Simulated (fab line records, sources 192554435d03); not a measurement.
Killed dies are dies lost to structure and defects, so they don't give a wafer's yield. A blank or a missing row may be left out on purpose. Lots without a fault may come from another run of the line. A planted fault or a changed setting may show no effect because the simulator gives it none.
Chamber matching | flow n5_finfet | N5_FIN_SAQP_PECVD_06 on pecvd-02: 3 sister chambers
The step deposits a-Si from SiH4/He, target thk 60 nm, time 48.1 s. 6 wafers are shown with their chamber, then 9 later ones without.

WAFERS WITH THEIR CHAMBER
wafer  | chamber | throttle_valve_pct (%) | showerhead_plenum_p_Torr (Torr)
L086.1 | 1       | 17.5                   | 5.73
L086.2 | 0       | 17.6                   | 5.70
L086.3 | 2       | 19.8                   | 5.63
L087.2 | 0       | 17.4                   | 5.70
L087.4 | 1       | 17.5                   | 5.73
L087.6 | 2       | 19.6                   | 5.65

WAFERS WITHOUT THEIR CHAMBER
wafer  | throttle_valve_pct (%) | showerhead_plenum_p_Torr (Torr)
L088.1 | 17.3                   | 5.74
L088.3 | 19.8                   | 5.65
L088.4 | 17.3                   | 5.72
L089.1 | 19.7                   | 5.64
L089.3 | 17.2                   | 5.70
L089.6 | 19.8                   | 5.65
L095.1 | 19.8                   | 5.66
L095.2 | 17.6                   | 5.73
L095.3 | 17.3                   | 5.70

WHICH CHAMBER EACH WENT THROUGH
wafer  | from the rows above     | in truth
L088.1 | 1                       | 1
L088.3 | 2                       | 2
L088.4 | can't be placed: 1 or 0 | 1
L089.1 | 2                       | 2
L089.3 | can't be placed: 0 or 1 | 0
L089.6 | 2                       | 2
L095.1 | 2                       | 2
L095.2 | 1                       | 1
L095.3 | 0                       | 0
Placed correctly: 7 of 9. Can't be placed from these rows: 2 (the true chamber is among the candidates in 2). Placed wrongly: 0.
How it was worked out, from the rows above alone: a wafer's distance from a chamber is the root of the sum, over the readings, of the square of ((its reading less the chamber's mean) divided by the reading's scatter). The wafer belongs to the nearest chamber; if the next one is less than 2 further off, it can't be placed. A chamber's mean is the mean of its shown wafers. The scatter: the root of (the sum of the squares of (reading less its chamber's mean) over the shown wafers, divided by (wafers less chambers)).
